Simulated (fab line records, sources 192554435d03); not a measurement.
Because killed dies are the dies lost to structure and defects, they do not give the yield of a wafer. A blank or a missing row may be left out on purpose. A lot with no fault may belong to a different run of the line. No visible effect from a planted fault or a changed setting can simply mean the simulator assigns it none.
Matching of chambers :: flow n5 finfet :: rie diel-05 running N5_BEOL_M14_ETCH_68: 4 sister chambers
The step etches SOC in N2/H2, time 450 s. 18 wafers are shown with their chamber, then 9 later ones without.

== WAFERS, EACH WITH ITS CHAMBER ==
wafer: L079.3
chamber: 3
throttle valve pct (%): 17.43
drypump motor current A (A): 5.4
showerhead plenum p Torr (Torr): 2.50

wafer: L079.5
chamber: 0
throttle valve pct (%): 17.63
drypump motor current A (A): 5.3
showerhead plenum p Torr (Torr): 2.45

wafer: L079.6
chamber: 1
throttle valve pct (%): 17.13
drypump motor current A (A): 4.9
showerhead plenum p Torr (Torr): 2.48

wafer: L080.3
chamber: 1
throttle valve pct (%): 17.14
drypump motor current A (A): 4.8
showerhead plenum p Torr (Torr): 2.47

wafer: L080.4
chamber: 2
throttle valve pct (%): 17.69
drypump motor current A (A): 5.6
showerhead plenum p Torr (Torr): 2.54

wafer: L080.6
chamber: 2
throttle valve pct (%): 17.72
drypump motor current A (A): 5.6
showerhead plenum p Torr (Torr): 2.54

wafer: L083.2
chamber: 2
throttle valve pct (%): 17.72
drypump motor current A (A): 5.6
showerhead plenum p Torr (Torr): 2.54

wafer: L083.5
chamber: 2
throttle valve pct (%): 17.70
drypump motor current A (A): 5.7
showerhead plenum p Torr (Torr): 2.54

wafer: L083.6
chamber: 3
throttle valve pct (%): 17.44
drypump motor current A (A): 5.4
showerhead plenum p Torr (Torr): 2.50

wafer: L085.1
chamber: 3
throttle valve pct (%): 17.44
drypump motor current A (A): 5.4
showerhead plenum p Torr (Torr): 2.50

wafer: L085.3
chamber: 1
throttle valve pct (%): 17.15
drypump motor current A (A): 4.9
showerhead plenum p Torr (Torr): 2.47

wafer: L085.4
chamber: 0
throttle valve pct (%): 17.65
drypump motor current A (A): 5.2
showerhead plenum p Torr (Torr): 2.44

wafer: L089.1
chamber: 0
throttle valve pct (%): 17.69
drypump motor current A (A): 5.3
showerhead plenum p Torr (Torr): 2.43

wafer: L089.4
chamber: 1
throttle valve pct (%): 17.15
drypump motor current A (A): 4.9
showerhead plenum p Torr (Torr): 2.46

wafer: L089.6
chamber: 2
throttle valve pct (%): 17.73
drypump motor current A (A): 5.6
showerhead plenum p Torr (Torr): 2.53

wafer: L091.2
chamber: 0
throttle valve pct (%): 17.69
drypump motor current A (A): 5.3
showerhead plenum p Torr (Torr): 2.43

wafer: L091.5
chamber: 1
throttle valve pct (%): 17.16
drypump motor current A (A): 4.9
showerhead plenum p Torr (Torr): 2.46

wafer: L091.6
chamber: 2
throttle valve pct (%): 17.74
drypump motor current A (A): 5.6
showerhead plenum p Torr (Torr): 2.53

SIGNATURES (means of the wafers above)
reading: throttle valve pct
chamber 0: 17.6650
chamber 1: 17.1460
chamber 2: 17.7167
chamber 3: 17.4367
scatter within a chamber: 0.0189

reading: drypump motor current A
chamber 0: 5.275
chamber 1: 4.880
chamber 2: 5.617
chamber 3: 5.400
scatter within a chamber: 0.0413

reading: showerhead plenum p Torr
chamber 0: 2.4375
chamber 1: 2.4680
chamber 2: 2.5367
chamber 3: 2.5000
scatter within a chamber: 0.00701
Rule: a wafer lies at a distance from a chamber equal to the root of the sum of squares, over the readings, of (its reading less the chamber's mean, divided by the reading's scatter). If the next closest chamber is less than 2 further off than the closest, the wafer can't be placed; otherwise it belongs to the closest. How the scatter is found: for the shown wafers, subtract from each reading the mean of its chamber, square and add these, divide the total by (wafers less chambers), then take the root.

== WAFERS WHOSE CHAMBER IS MISSING ==
wafer: L092.4
throttle valve pct (%): 17.49
drypump motor current A (A): 5.4
showerhead plenum p Torr (Torr): 2.49

wafer: L092.5
throttle valve pct (%): 17.20
drypump motor current A (A): 4.9
showerhead plenum p Torr (Torr): 2.46

wafer: L092.6
throttle valve pct (%): 17.74
drypump motor current A (A): 5.6
showerhead plenum p Torr (Torr): 2.53

wafer: L095.1
throttle valve pct (%): 17.49
drypump motor current A (A): 5.4
showerhead plenum p Torr (Torr): 2.49

wafer: L095.3
throttle valve pct (%): 17.20
drypump motor current A (A): 4.8
showerhead plenum p Torr (Torr): 2.46

wafer: L095.4
throttle valve pct (%): 17.71
drypump motor current A (A): 5.3
showerhead plenum p Torr (Torr): 2.43

wafer: L096.3
throttle valve pct (%): 17.51
drypump motor current A (A): 5.4
showerhead plenum p Torr (Torr): 2.49

wafer: L096.4
throttle valve pct (%): 17.19
drypump motor current A (A): 4.9
showerhead plenum p Torr (Torr): 2.46

wafer: L096.6
throttle valve pct (%): 17.71
drypump motor current A (A): 5.3
showerhead plenum p Torr (Torr): 2.43

== THE CHAMBER EACH PASSED THROUGH ==
wafer: L092.4
from the rows above: 3
in truth: 3

wafer: L092.5
from the rows above: 1
in truth: 1

wafer: L092.6
from the rows above: 2
in truth: 2

wafer: L095.1
from the rows above: 3
in truth: 3

wafer: L095.3
from the rows above: 1
in truth: 1

wafer: L095.4
from the rows above: 0
in truth: 0

wafer: L096.3
from the rows above: 3
in truth: 3

wafer: L096.4
from the rows above: 1
in truth: 1

wafer: L096.6
from the rows above: 0
in truth: 0
Placed correctly: 9 of 9. Not placeable from these rows: 0. Number placed wrongly: 0.
